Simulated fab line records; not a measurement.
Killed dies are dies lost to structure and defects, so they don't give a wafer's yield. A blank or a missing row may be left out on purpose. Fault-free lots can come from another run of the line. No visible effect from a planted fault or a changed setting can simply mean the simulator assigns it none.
fab line records    flow n5Finfet
record: lots: 7  wafers: 21
route steps=1938 shown SD_EPI_P@301 HKMG_FIN@391 GATE_CUT@510 MOL_CONTACT_COAG@563
startH: start of the lot's first displayed wafer, in hours after the record's first day    waitH: how many hours have passed since the lot's step before this one    " repeats the value in the row above    L1.1+2: a single row standing in for several wafers    - either no value or no given start    * or withheld: withheld    < > ~ a bound
route shown NAME@n: NAME is a module with steps in the file, n the number in the route of the first one    usual: mean/standard deviation of fault-free wafers    same: alike in all rows    chamber/n: place in a boat    sites: each site's reading    _std_site: the standard deviation of these    _edge_site: mean of outer sites minus mean of inner sites    radiusMm: for every site, how far away it sits from the centre of the wafer    mask NAME#n: copy n    behind: the tool/chamber that last shaped the wafer    hold: cause of the lot's hold/its duration in hours/its outcome    device: names the non-switching transistor (n, p or np)    end of line: tests of these same wafers at the route's end    a step given without rows: its recipe and nothing more    killed: not the wafer's yield, but the dies lost to structure and defects at the first sort    map: dies across one wafer; x = killed, . = not, _ = none there
set.NAME: the setting the step ran with; set.NAME@STEP: the setting that earlier step ran with    model.NAME: the simulator's own value behind a step, which no gauge read
lots run with intentionally changed settings; tables by step, rows by wafer
== steps ==
step: N5_SD_EPI_P_PEB_07
recipe: pebTempC: 110  pebTimeS: 60  resist: CAR-ArF-block
lot.wafer   tool           chamber  startH  waitH  set.pebTimeS
L076.1      lithoTrack-04  0        65.49   0.1    72.91
L076.4+6    "              0        "       "      60
L081.1      lithoTrack-04  0        97.11   0.1    68.99
L081.2+3    "              0        "       "      60
L083.1+4+5  lithoTrack-02  0        109.93  0.1    60
L088.1+2+3  lithoTrack-05  0        138.43  0.1    60
L089.3+6    lithoTrack-02  0        144.88  0.0    60
L089.4      "              0        "       "      65.53
L096.1+4+6  lithoTrack-02  0        185.79  0.1    60
L097.3+4+6  lithoTrack-02  0        190.30  0.0    60
step: N5_SD_EPI_P_DEVELOP_08
recipe: developTimeS: 30  developer: TMAH  resist: CAR-ArF-block  devTempC: 23  rinseLiquid: diw  dry: airSpin
step: N5_SD_EPI_P_CD_MEAS_09
recipe: targetCdNm: 240  landingEnergyEv: 500  detector: seInlens
usual: cdNm: 239.8/0.87
lot.wafer  tool      chamber  startH  waitH  set.pebTimeS@SD_EPI_P_PEB_07  cdNm
L076.1     cdSem-01  0        65.56   -      72.91                         247.1
L076.4     "         0        "       "      60                            240.4
L076.6     "         0        "       "      60                            239.6
L081.1     cdSem-03  0        97.18   -      68.99                         245.0
L081.2     "         0        "       "      60                            239.9
L081.3     "         0        "       "      60                            240.0
L083.1     cdSem-01  0        109.99  -      60                            240.3
L083.4     "         0        "       "      60                            240.9
L083.5     "         0        "       "      60                            239.7
L088.1     cdSem-02  0        138.50  -      60                            239.5
L088.2     "         0        "       "      60                            240.0
L088.3     "         0        "       "      60                            239.5
L089.3     cdSem-03  0        144.94  -      60                            239.7
L089.4     "         0        "       "      65.53                         242.2
L089.6     "         0        "       "      60                            240.2
L096.1     cdSem-01  0        185.86  -      60                            239.6
L096.4     "         0        "       "      60                            240.0
L096.6     "         0        "       "      60                            239.3
L097.3     cdSem-02  0        190.37  -      60                            238.5
L097.4     "         0        "       "      60                            239.1
L097.6     "         0        "       "      60                            239.7
step: N5_SD_EPI_P_DESCUM_14
recipe: chemistry: O2  timeS: 7.9  sourcePowerW: 50  biasPowerW: 20  pressureMtorr: 20  rfFrequencyHz: 2.712e+07  tempC: 40  resist: CAR-ArF-block  o2FlowSccm: 225
lot.wafer  tool        chamber  startH  waitH  set.pebTimeS@SD_EPI_P_PEB_07  model.SD_EPI_P.cdNm
L076.1     rieDiel-03  1        65.72   0.1    72.91                         247.4
L076.4     "           3        "       "      60                            240.2
L076.6     "           3        "       "      60                            239.8
L081.1     rieDiel-04  2        97.26   0.0    68.99                         244.8
L081.2     "           1        "       "      60                            240
L081.3     "           0        "       "      60                            240.2
L083.1     rieDiel-05  3        110.09  0.0    60                            240
L083.4     "           0        "       "      60                            241.2
L083.5     "           0        "       "      60                            239.8
L088.1+2   rieDiel-04  1,3      138.59  0.0    60                            239.8
L088.3     "           0        "       "      60                            239.6
L089.3     rieDiel-05  3        145.03  0.0    60                            239.2
L089.4     "           2        "       "      65.53                         242.2
L089.6     "           2        "       "      60                            240
L096.1     rieDiel-05  1        186.01  0.1    60                            239.4
L096.4     "           2        "       "      60                            240
L096.6     "           0        "       "      60                            239.2
L097.3     rieDiel-05  2        190.45  0.0    60                            238.8
L097.4     "           0        "       "      60                            239.2
L097.6     "           1        "       "      60                            240.2
step: N5_HKMG_FIN_COAT_42
recipe: resist: SiARC  tempC: 220  timeS: 60  spinRpm: 1500  resistThkNm: 35
lot.wafer  tool           chamber  startH  waitH  set.spinRpm  model.SiARC_of_HKMG_FIN_COAT_42.thkNm
L076.1     lithoTrack-01  0        -       -      1500         35.2
L076.4+6   "              0        "       "      1344         37.2
L081.1     lithoTrack-05  0        -       -      1500         35.2
L081.2+3   "              0        "       "      1500         35
L083.1     lithoTrack-01  0        -       -      1500         35.2
L083.4+5   "              0        "       "      1500         35
L088.1+3   lithoTrack-02  0        -       -      1500         35
L088.2     "              0        "       "      1500         34.8
L089.3     lithoTrack-02  0        -       -      1566         34.4
L089.4     "              0        "       "      1500         35
L089.6     "              0        "       "      1500         35.2
L096.1     lithoTrack-02  0        -       -      1500         35.2
L096.4+6   "              0        "       "      1500         35
L097.3+4   lithoTrack-01  0        -       -      1500         35
L097.6     "              0        "       "      1500         34.8
step: N5_HKMG_FIN_COAT_43
recipe: resist: CAR-ArF  spinRpm: 1500  resistThkNm: 90
lot.wafer   tool           chamber  startH  waitH  set.spinRpm  model.CAR-ArF_of_HKMG_FIN_COAT_43.thkNm
L076.1+4+6  lithoTrack-01  0        -       -      1500         90
L081.1+3    lithoTrack-05  0        -       -      1500         90
L081.2      "              0        "       "      1500         90.2
L083.1      lithoTrack-01  0        -       -      1447         92.4
L083.4      "              0        "       "      1500         90.8
L083.5      "              0        "       "      1447         92
L088.1+2+3  lithoTrack-02  0        -       -      1500         90
L089.3      lithoTrack-02  0        -       -      1500         90
L089.4      "              0        "       "      1619         87
L089.6      "              0        "       "      1500         90.2
L096.1+4    lithoTrack-02  0        -       -      1500         90.2
L096.6      "              0        "       "      1500         90.4
L097.3      lithoTrack-01  0        -       -      1500         89.6
L097.4+6    "              0        "       "      1346         94.8
step: N5_HKMG_FIN_EBR_45
recipe: solvent: PGMEA  ebrWidthMm: 1.5
step: N5_HKMG_FIN_SOFTBAKE_44
recipe: tempC: 110  timeS: 60  resist: CAR-ArF
step: N5_HKMG_FIN_DESCUM_53
recipe: chemistry: O2  timeS: 7.9  sourcePowerW: 50  biasPowerW: 20  pressureMtorr: 20  rfFrequencyHz: 2.712e+07  tempC: 40  resist: CAR-ArF  o2FlowSccm: 225
lot.wafer   tool        chamber  startH  waitH  set.spinRpm@HKMG_FIN_COAT_43  model.CAR-ArF_of_HKMG_FIN_COAT_43.thkNm
L076.1+6    rieDiel-01  2,0      86.37   0.2    1500                          83.4
L076.4      "           1        "       "      1500                          83.6
L081.1+3    rieDiel-06  0,3      115.89  0.2    1500                          83.4
L081.2      "           2        "       "      1500                          83.6
L083.1      rieDiel-02  2        128.05  0.0    1447                          85.8
L083.4      "           1        "       "      1500                          84.2
L083.5      "           3        "       "      1447                          85.4
L088.1+2+3  rieDiel-06  0,1,2    155.85  0.4    1500                          83.4
L089.3      rieDiel-06  0        162.74  0.0    1500                          83.4
L089.4      "           3        "       "      1619                          80.4
L089.6      "           3        "       "      1500                          83.6
L096.1+4+6  rieDiel-06  0,2,3    203.27  0.2    1500                          83.6
L097.3      rieDiel-01  0        208.68  0.0    1500                          83.2
L097.4      "           2        "       "      1346                          88.4
L097.6      "           1        "       "      1346                          88.2
step: N5_HKMG_FIN_ETCH_54
recipe: chemistry: CF4  target: SiARC  targetDepthA: 455  maskMaterial: CAR-ArF  timeS: 75.8  ionEnergyEv: 80  pressureMtorr: 40  sourceW: 545  biasW: 36  Ar_flow_sccm: 100  cf4FlowSccm: 100  ends: cleared
lot.wafer  tool        chamber  startH  waitH  set.spinRpm@HKMG_FIN_COAT_42  set.spinRpm@HKMG_FIN_COAT_43  model.CAR-ArF_of_HKMG_FIN_COAT_43.thkNm  model.etch.depthNm
L076.1     rieDiel-01  2        86.40   0.0    1500                          1500                          50.6                                     35.23
L076.4     "           1        "       "      1344                          1500                          48.8                                     37.21
L076.6     "           0        "       "      1344                          1500                          48.8                                     37.18
L081.1     rieDiel-06  0        115.92  0.0    1500                          1500                          50.6                                     35.22
L081.2     "           2        "       "      1500                          1500                          50.8                                     35.1
L081.3     "           3        "       "      1500                          1500                          50.8                                     35.02
L083.1     rieDiel-02  2        128.09  0.0    1500                          1447                          53                                       35.14
L083.4     "           1        "       "      1500                          1500                          51.6                                     35.05
L083.5     "           3        "       "      1500                          1447                          52.8                                     35.07
L088.1     rieDiel-06  0        155.89  0.0    1500                          1500                          50.8                                     34.95
L088.2     "           1        "       "      1500                          1500                          51                                       34.87
L088.3     "           2        "       "      1500                          1500                          50.8                                     35.07
L089.3     rieDiel-06  0        162.78  0.0    1566                          1500                          51.4                                     34.41
L089.4     "           3        "       "      1500                          1619                          47.8                                     35
L089.6     "           3        "       "      1500                          1500                          50.8                                     35.13
L096.1     rieDiel-06  0        203.30  0.0    1500                          1500                          50.8                                     35.14
L096.4     "           2        "       "      1500                          1500                          51                                       35.09
L096.6     "           3        "       "      1500                          1500                          51                                       35.03
L097.3     rieDiel-01  0        208.71  0.0    1500                          1500                          50.6                                     34.96
L097.4     "           2        "       "      1500                          1346                          55.8                                     34.97
L097.6     "           1        "       "      1500                          1346                          55.8                                     34.81
step: N5_HKMG_FIN_COAT_06
recipe: resist: CAR-ArF  spinRpm: 1500  resistThkNm: 90
lot.wafer  tool           chamber  startH  waitH  set.spinRpm  model.CAR-ArF_of_HKMG_FIN_COAT_06.thkNm
L076.1+4   lithoTrack-01  0        -       -      1500         90.4
L076.6     "              0        "       "      1568         88.2
L081.1     lithoTrack-01  0        -       -      1355         94.6
L081.2     "              0        "       "      1355         94.8
L081.3     "              0        "       "      1500         89.8
L083.1     lithoTrack-02  0        -       -      1500         90
L083.4     "              0        "       "      1560         88.4
L083.5     "              0        "       "      1560         88.2
L088.1     lithoTrack-05  0        -       -      1500         90.4
L088.2     "              0        "       "      1500         90.6
L088.3     "              0        "       "      1500         90.2
L089.3+4   lithoTrack-05  0        -       -      1500         90
L089.6     "              0        "       "      1583         87.8
L096.1+4   lithoTrack-01  0        -       -      1500         90.2
L096.6     "              0        "       "      1500         90.4
L097.3     lithoTrack-01  0        -       -      1500         89.8
L097.4+6   "              0        "       "      1500         89.6
step: N5_HKMG_FIN_EXPOSE_09
recipe: maskId: NWFM  na: 1.35  sourceShape: conventional  sigmaOuter: 0.8  polarization: unpolarized  doseMj: 39.25
lot.wafer   tool            chamber  startH  waitH  mask    set.doseMj
L076.1+4+6  arfiScanner-01  0        89.68   -      NWFM#0  37.75
L081.1+3    arfiScanner-03  0        119.08  -      NWFM#0  36.7
L081.2      "               0        "       "      NWFM#0  39.25
L083.1      arfiScanner-02  0        131.49  -      NWFM#0  39.25
L083.4+5    "               0        "       "      NWFM#0  37.14
L088.1+3    arfiScanner-02  0        159.03  -      NWFM#0  36.45
L088.2      "               0        "       "      NWFM#0  39.25
L089.3+4+6  arfiScanner-01  0        165.91  -      NWFM#0  39.25
L096.1+4+6  arfiScanner-02  0        206.54  -      NWFM#0  39.25
L097.3      arfiScanner-03  0        211.85  -      NWFM#0  39.25
L097.4+6    "               0        "       "      NWFM#0  37.46
step: N5_HKMG_FIN_PEB_10
recipe: pebTempC: withheld  pebTimeS: 60  resist: CAR-ArF
step: N5_HKMG_FIN_DEVELOP_11
recipe: developTimeS: 30  developer: TMAH  resist: CAR-ArF  devTempC: 23  rinseLiquid: diw  dry: airSpin
lot.wafer  tool           chamber  startH  waitH  set.spinRpm@HKMG_FIN_COAT_06  model.CAR-ArF_of_HKMG_FIN_COAT_06.thkNm
L076.1     lithoTrack-02  0        -       -      1500                          88.6
L076.4     "              0        "       "      1500                          88.8
L076.6     "              0        "       "      1568                          86.4
L081.1     lithoTrack-01  0        -       -      1355                          93
L081.2     "              0        "       "      1355                          93.2
L081.3     "              0        "       "      1500                          88
L083.1     lithoTrack-01  0        -       -      1500                          88.4
L083.4     "              0        "       "      1560                          86.8
L083.5     "              0        "       "      1560                          86.4
L088.1+2   lithoTrack-01  0        -       -      1500                          88.8
L088.3     "              0        "       "      1500                          88.6
L089.3+4   lithoTrack-01  0        -       -      1500                          88.4
L089.6     "              0        "       "      1583                          86
L096.1+6   lithoTrack-02  0        -       -      1500                          88.6
L096.4     "              0        "       "      1500                          88.4
L097.3+4   lithoTrack-01  0        -       -      1500                          88
L097.6     "              0        "       "      1500                          87.8
step: N5_HKMG_FIN_CD_MEAS_12
recipe: targetCdNm: 92.8  landingEnergyEv: 500  detector: seInlens
usual: cdNm: 92.9/0.6
lot.wafer  tool      chamber  startH  waitH  set.doseMj@HKMG_FIN_EXPOSE_09  cdNm
L076.1     cdSem-02  0        89.81   -      37.75                          89.5
L076.4     "         0        "       "      37.75                          89.6
L076.6     "         0        "       "      37.75                          90.5
L081.1     cdSem-03  0        119.20  -      36.7                           88.8
L081.2     "         0        "       "      39.25                          92.2
L081.3     "         0        "       "      36.7                           89.3
L083.1     cdSem-01  0        131.61  -      39.25                          92.9
L083.4     "         0        "       "      37.14                          89.9
L083.5     "         0        "       "      37.14                          90.7
L088.1     cdSem-02  0        159.16  -      36.45                          88.9
L088.2     "         0        "       "      39.25                          92.9
L088.3     "         0        "       "      36.45                          87.6
L089.3     cdSem-01  0        166.03  -      39.25                          93.0
L089.4     "         0        "       "      39.25                          91.8
L089.6     "         0        "       "      39.25                          93.5
L096.1     cdSem-01  0        206.66  -      39.25                          92.4
L096.4     "         0        "       "      39.25                          92.3
L096.6     "         0        "       "      39.25                          91.9
L097.3     cdSem-02  0        211.97  -      39.25                          93.6
L097.4     "         0        "       "      37.46                          89.7
L097.6     "         0        "       "      37.46                          91.5
step: N5_HKMG_FIN_DESCUM_17
recipe: chemistry: O2  timeS: 7.9  sourcePowerW: 50  biasPowerW: 20  pressureMtorr: 20  rfFrequencyHz: 2.712e+07  tempC: 40  resist: CAR-ArF  o2FlowSccm: 225
step: N5_HKMG_FIN_ETCH_31
recipe: chemistry: CF4  target: SiARC  targetDepthA: 455  maskMaterial: CAR-ArF  timeS: 75.8  ionEnergyEv: 80  pressureMtorr: 40  sourceW: 545  biasW: 36  Ar_flow_sccm: 100  cf4FlowSccm: 100  ends: cleared
lot.wafer  tool        chamber  startH  waitH  set.spinRpm@HKMG_FIN_COAT_06  model.CAR-ArF_of_HKMG_FIN_COAT_06.thkNm
L076.1+4   rieDiel-02  3,1      90.50   0.0    1500                          51.2
L076.6     "           1        "       "      1568                          49
L081.1     rieDiel-06  0        119.34  0.0    1355                          55.4
L081.2     "           2        "       "      1355                          55.8
L081.3     "           3        "       "      1500                          50.6
L083.1     rieDiel-02  3        131.73  0.0    1500                          51
L083.4     "           2        "       "      1560                          49.4
L083.5     "           0        "       "      1560                          49.2
L088.1     rieDiel-06  1        159.28  0.0    1500                          51
L088.2     "           3        "       "      1500                          51.2
L088.3     "           2        "       "      1500                          50.8
L089.3+4   rieDiel-02  2        166.17  0.0    1500                          50.8
L089.6     "           0        "       "      1583                          48.4
L096.1+6   rieDiel-06  3,0      207.07  0.0    1500                          51
L096.4     "           2        "       "      1500                          50.8
L097.3+4   rieDiel-02  2,3      212.32  0.0    1500                          50.6
L097.6     "           1        "       "      1500                          50.4
step: N5_GATE_CUT_ALD_22
recipe: material: SiNx  targetThkA: 160  tempC: 400  aldPrecursorFamily: SiH2I2  aldCoReactant: N2/H2-plasma  pulseTimeS: 1  aldCycles: 320  purgeTimeS: 2  coReactantPurgeTimeS: 2  pressureTorr: 2
lot.wafer   tool       chamber  startH  waitH  set.aldCycles  model.SiNx_of_GATE_CUT_ALD_22.thkNm
L076.1+6    aldSin-01  1        100.02  0.2    283            14
L076.4      "          0        "       "      320            16
L081.1+2+3  aldSin-02  1,3,0    128.68  0.0    320            16
L083.1+4+5  aldSin-02  0,1,3    140.63  0.0    359            18
L088.1+3    aldSin-01  0,3      168.29  0.0    320            16
L088.2      "          2        "       "      320            16.2
L089.3      aldSin-03  2        175.37  0.0    287            14.2
L089.4      "          0        "       "      320            16
L089.6      "          1        "       "      287            14.4
L096.1+4+6  aldSin-01  1,0,3    216.22  0.0    320            16
L097.3+4+6  aldSin-01  0,1,1    221.72  0.0    320            16
step: N5_MOL_CONTACT_COAG_PECVD_31
recipe: material: SiO2  targetThkA: 460  tempC: 400  precursor: TEOS/O2  pressureTorr: 6.5  rfW: withheld  teosFlowSccm: withheld  gas: O2  flowSccm: 2650  timeS: 8.9
lot.wafer  tool      chamber  startH  waitH  set.tempC  model.SiO2_of_MOL_CONTACT_COAG_PECVD_31.thkNm
L076.1     pecvd-04  2        110.59  0.3    400        45.8
L076.4     "         0        "       "      404.8      45.2
L076.6     "         1        "       "      404.8      45.8
L081.1     pecvd-04  0        140.72  0.3    410.8      42.2
L081.2     "         2        "       "      400        44.4
L081.3     "         1        "       "      400        44.8
L083.1     pecvd-03  2        153.10  0.3    400        45.4
L083.4     "         2        "       "      400        45.8
L083.5     "         0        "       "      416.4      42.6
L088.1     pecvd-02  2        179.52  0.3    400        45.2
L088.2+3   "         0,1      "       "      400        45.6
L089.3     pecvd-02  0        190.30  0.3    400        45
L089.4     "         0        "       "      382.9      50
L089.6     "         2        "       "      382.9      49.8
L096.1     pecvd-02  2        227.74  0.3    400        45.8
L096.4     "         1        "       "      400        46.8
L096.6     "         0        "       "      400        46
L097.3     pecvd-03  2        233.89  0.3    413        41.8
L097.4     "         1        "       "      400        46
L097.6     "         1        "       "      413        42.8
step: N5_MOL_CONTACT_COAG_VIA_ETCH_46
recipe: chemistry: C4F6/O2  targetDepthA: 460  overetchA: 92  maskMaterial: SOC  target: SiO2  biasW: 455  pressureMtorr: 10  timeS: 40  sourceW: 325  Ar_flow_sccm: 300  C4F6_flow_sccm: 10  O2_flow_sccm: 10  ionEnergyEv: 575.3  ends: endPoint
usual: rfVppV: 1575/27
lot.wafer  tool        chamber  startH  waitH  set.biasW  set.tempC@MOL_CONTACT_COAG_PECVD_31  rfVppV  model.etch.depthNm
L076.1     rieDiel-01  3        111.71  0.0    455        400                                  1626    45.81
L076.4     "           0        "       "      455        404.8                                1565    45.16
L076.6     "           0        "       "      455        404.8                                1564    45.74
L081.1     rieDiel-02  2        142.01  0.0    481.7      410.8                                1698    42.19
L081.2     "           1        "       "      455        400                                  1541    44.4
L081.3     "           0        "       "      455        400                                  1552    44.81
L083.1     rieDiel-06  3        154.16  0.0    455        400                                  1558    45.3
L083.4     "           0        "       "      455        400                                  1576    45.82
L083.5     "           0        "       "      423.3      416.4                                1493    42.59
L088.1     rieDiel-01  1        180.53  0.0    414.3      400                                  1482    45.12
L088.2     "           2        "       "      455        400                                  1580    45.56
L088.3     "           3        "       "      414.3      400                                  1516    45.63
L089.3     rieDiel-02  0        191.55  0.0    455        400                                  1553    45.03
L089.4     "           1        "       "      455        382.9                                1542    50.07
L089.6     "           0        "       "      529.6      382.9                                1738    49.9
L096.1     rieDiel-01  1        230.47  0.0    455        400                                  1590    45.7
L096.4     "           0        "       "      455        400                                  1564    46.84
L096.6     "           1        "       "      455        400                                  1590    46.1
L097.3     rieDiel-06  2        235.10  0.0    455        413                                  1531    41.9
L097.4     "           0        "       "      496.6      400                                  1682    46.07
L097.6     "           3        "       "      455        413                                  1560    42.85
step: N5_MOL_CONTACT_COAG_STRIP_96
recipe: chemistry: N2/H2  powerW: 500  tempC: 40  pressureMtorr: 50  rfFrequencyHz: 6e+07  overashFraction: 0.3  biasPowerW: 28  h2Frac: 0.5  n2FlowSccm: 300  h2FlowSccm: 300
step: N5_MOL_CONTACT_COAG_ETCH_47
recipe: chemistry: CH3F/O2  target: SiNx  targetDepthA: 270  maskMaterial: SiO2  stopOn: W  overEtchFrac: 0.2  ionEnergyEv: 120  endpoint: OES-CN  pressureMtorr: 30  sourceW: 395  biasW: 73  Ar_flow_sccm: 150  CH3F_flow_sccm: 30  O2_flow_sccm: 20  ends: endPoint
lot.wafer  tool        chamber  startH  waitH  set.tempC@MOL_CONTACT_COAG_PECVD_31  model.SiO2_of_MOL_CONTACT_COAG_PECVD_31.thkNm
L076.1     rieDiel-01  3        111.82  0.0    400                                  44
L076.4     "           0        "       "      404.8                                43.4
L076.6     "           0        "       "      404.8                                44
L081.1     rieDiel-02  2        142.12  0.0    410.8                                40.4
L081.2     "           1        "       "      400                                  42.6
L081.3     "           0        "       "      400                                  43
L083.1     rieDiel-06  3        154.26  0.0    400                                  43.6
L083.4     "           0        "       "      400                                  44
L083.5     "           0        "       "      416.4                                40.8
L088.1     rieDiel-01  1        180.64  0.0    400                                  43.4
L088.2+3   "           2,3      "       "      400                                  43.8
L089.3     rieDiel-02  0        191.66  0.0    400                                  43.2
L089.4     "           1        "       "      382.9                                48.4
L089.6     "           0        "       "      382.9                                48.2
L096.1     rieDiel-01  1        230.58  0.0    400                                  43.8
L096.4     "           0        "       "      400                                  45
L096.6     "           1        "       "      400                                  44.2
L097.3     rieDiel-06  2        235.21  0.0    413                                  40.2
L097.4     "           0        "       "      400                                  44.2
L097.6     "           3        "       "      413                                  41
== key ==
split: step: N5_SD_EPI_P_PEB_07  setting: pebTimeS  stated: 60  by: wafer
response: step: N5_SD_EPI_P_CD_MEAS_09  reading: cdNm  change: +0.322  per: 1%  r: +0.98
response: step: N5_SD_EPI_P_DESCUM_14  reading: model.SD_EPI_P.cdNm  change: +0.328  per: 1%  r: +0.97
split: step: N5_HKMG_FIN_COAT_42  setting: spinRpm  stated: 1500  by: wafer
response: step: N5_HKMG_FIN_COAT_42  reading: model.SiARC_of_HKMG_FIN_COAT_42.thkNm  change: -0.187  per: 1%  r: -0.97
response: step: N5_HKMG_FIN_ETCH_54  reading: model.etch.depthNm  change: -0.183  per: 1%  r: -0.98
split: step: N5_HKMG_FIN_COAT_43  setting: spinRpm  stated: 1500  by: wafer
response: step: N5_HKMG_FIN_COAT_43  reading: model.CAR-ArF_of_HKMG_FIN_COAT_43.thkNm  change: -0.459  per: 1%  r: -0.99
response: step: N5_HKMG_FIN_DESCUM_53  reading: model.CAR-ArF_of_HKMG_FIN_COAT_43.thkNm  change: -0.453  per: 1%  r: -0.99
response: step: N5_HKMG_FIN_ETCH_54  reading: model.CAR-ArF_of_HKMG_FIN_COAT_43.thkNm  change: -0.465  per: 1%  r: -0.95
split: step: N5_HKMG_FIN_COAT_06  setting: spinRpm  stated: 1500  by: wafer
response: step: N5_HKMG_FIN_COAT_06  reading: model.CAR-ArF_of_HKMG_FIN_COAT_06.thkNm  change: -0.475  per: 1%  r: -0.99
response: step: N5_HKMG_FIN_DEVELOP_11  reading: model.CAR-ArF_of_HKMG_FIN_COAT_06.thkNm  change: -0.499  per: 1%  r: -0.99
response: step: N5_HKMG_FIN_ETCH_31  reading: model.CAR-ArF_of_HKMG_FIN_COAT_06.thkNm  change: -0.488  per: 1%  r: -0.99
split: step: N5_HKMG_FIN_EXPOSE_09  setting: doseMj  stated: 39.25  by: wafer
response: step: N5_HKMG_FIN_CD_MEAS_12  reading: cdNm  change: +0.568  per: 1%  r: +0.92
split: step: N5_GATE_CUT_ALD_22  setting: aldCycles  stated: 320  by: wafer
response: step: N5_GATE_CUT_ALD_22  reading: model.SiNx_of_GATE_CUT_ALD_22.thkNm  change: +0.169  per: 1%  r: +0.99
split: step: N5_MOL_CONTACT_COAG_PECVD_31  setting: tempC  stated: 400  by: wafer
response: step: N5_MOL_CONTACT_COAG_PECVD_31  reading: model.SiO2_of_MOL_CONTACT_COAG_PECVD_31.thkNm  change: -0.958  per: 1%  r: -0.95
response: step: N5_MOL_CONTACT_COAG_VIA_ETCH_46  reading: model.etch.depthNm  change: -0.962  per: 1%  r: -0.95
response: step: N5_MOL_CONTACT_COAG_ETCH_47  reading: model.SiO2_of_MOL_CONTACT_COAG_PECVD_31.thkNm  change: -0.968  per: 1%  r: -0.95
split: step: N5_MOL_CONTACT_COAG_VIA_ETCH_46  setting: biasW  stated: 455  by: wafer
response: step: N5_MOL_CONTACT_COAG_VIA_ETCH_46  reading: rfVppV  change: +12.6  per: 1%  r: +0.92
